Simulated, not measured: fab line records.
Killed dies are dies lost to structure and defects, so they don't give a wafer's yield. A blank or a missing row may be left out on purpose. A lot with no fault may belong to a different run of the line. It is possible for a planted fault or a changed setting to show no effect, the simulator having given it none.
Code-filled problem report in 8D (eight disciplines) form    flow n5 finfet    the parts of the form that need people (team, actions taken, sign-off) are left out

== 1. THE ISSUE ==
At N5_PASSIVATION_PROBE_49, killed at contacts averages 554 over 9 wafers from 3 lots, while fault-free wafers read 12, standard deviation 6.3. That is +86 standard deviations from the usual mean.
The first sign was on wafer L268.2 at day 15 16:16, on prober-02. The record holds 30 wafers of 10 lots with a number at this step. By rule, "out" or "out of limits" means more than 4 standard deviations away from the usual mean. Any other wafer with a number is counted as sound.

== 2. WHAT THIS IS AND IS NOT ==
question                     is                                                                                                       is not
which readings at this step  killed at contacts, defect limited yield, killed dies, sort_bin_5_function, sort n pass, sort yield pct  killed_at_M0_to_M3, killed at other, killed open
which lots                   L268, L269, L270                                                                                         L263, L266, L276, L277, L278, L280, L283
which wafers of those lots   all that have a number                                                                                   -
read on which tools          prober-01, prober-02                                                                                     -
when                         from day 15 16:16                                                                                        up to then (6 sound wafers); but 15 sound wafers of L276, L277, L278, L280, L283 came after

== 3. SUSPECTS, AND WHAT RULES EACH OUT ==
Counting: a tool at a process step up to the reading stays a suspect if it ran every lot that is out and no sound lot after the first of them.
- ald metal-04 at N5_MOL_CONTACT_COAG_ALD_20 (deposits TiN, target thk 1.5 nm, pulse time 1 s, purge time 3 s): ruled out as a lasting fault. The sound lots L276, L277, L278, L280, L283 went through it after L268, its earliest lot that is out (day 6 11:35).
Left after counting: nothing in the record.

== 4. THE CAUSE (what the simulator had put in) ==
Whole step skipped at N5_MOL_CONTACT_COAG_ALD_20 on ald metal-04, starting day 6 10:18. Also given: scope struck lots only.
It was ruled out by counting, in error; the rule expects a fault to strike all lots run on its tool from its start on, and this fault did not.

== 5. SEQUENCE OF EFFECTS, ordered by route ==
One row per reading whose mean, taken over the struck wafers that have a number, lies over 3 standard deviations from the usual. Only readings whose record carries a usual standard deviation are examined. hours: median over the lots of the time between each lot's start at the first step of this table that gives one and its start at this step. sigmas: the change, counted in usual standard deviations.
hours  step                     reading               usual   on struck wafers  change  sigmas
0      N5_PASSIVATION_PROBE_49  defect limited yield  91.5 %  45.4              -46.1   -35
0      N5_PASSIVATION_PROBE_49  killed at contacts    12      554               +542    +86
0      N5_PASSIVATION_PROBE_49  killed dies           100     644               +544    +36
0      N5_PASSIVATION_PROBE_49  killed on rim         13      111               +98     +25
0      N5_PASSIVATION_PROBE_49  sort_bin_5_function   5.0 %   51.3              +46.3   +52
0      N5_PASSIVATION_PROBE_49  sort n pass           1080    536               -544    -36
0      N5_PASSIVATION_PROBE_49  sort yield pct        91.5 %  45.4              -46.1   -35
The process steps in it:
- N5_PASSIVATION_PROBE_49
Readings that are blank on the struck wafers while sound wafers have them: chamber pressure Torr at N5_MOL_CONTACT_COAG_ALD_20; heater power w at N5_MOL_CONTACT_COAG_ALD_20; precursor pulse height rel at N5_MOL_CONTACT_COAG_ALD_20.

== 6. HOW IT WOULD HAVE BEEN CAUGHT EARLIER ==
The fault began at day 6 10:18; the first out-of-limits reading in this record came at day 15 16:16, 222 hours later.
At N5_MOL_CONTACT_COAG_ALD_20 the tool's readings are blank on the struck wafers, where sound wafers have them: an empty tool record is the first sign, and it was there at once.
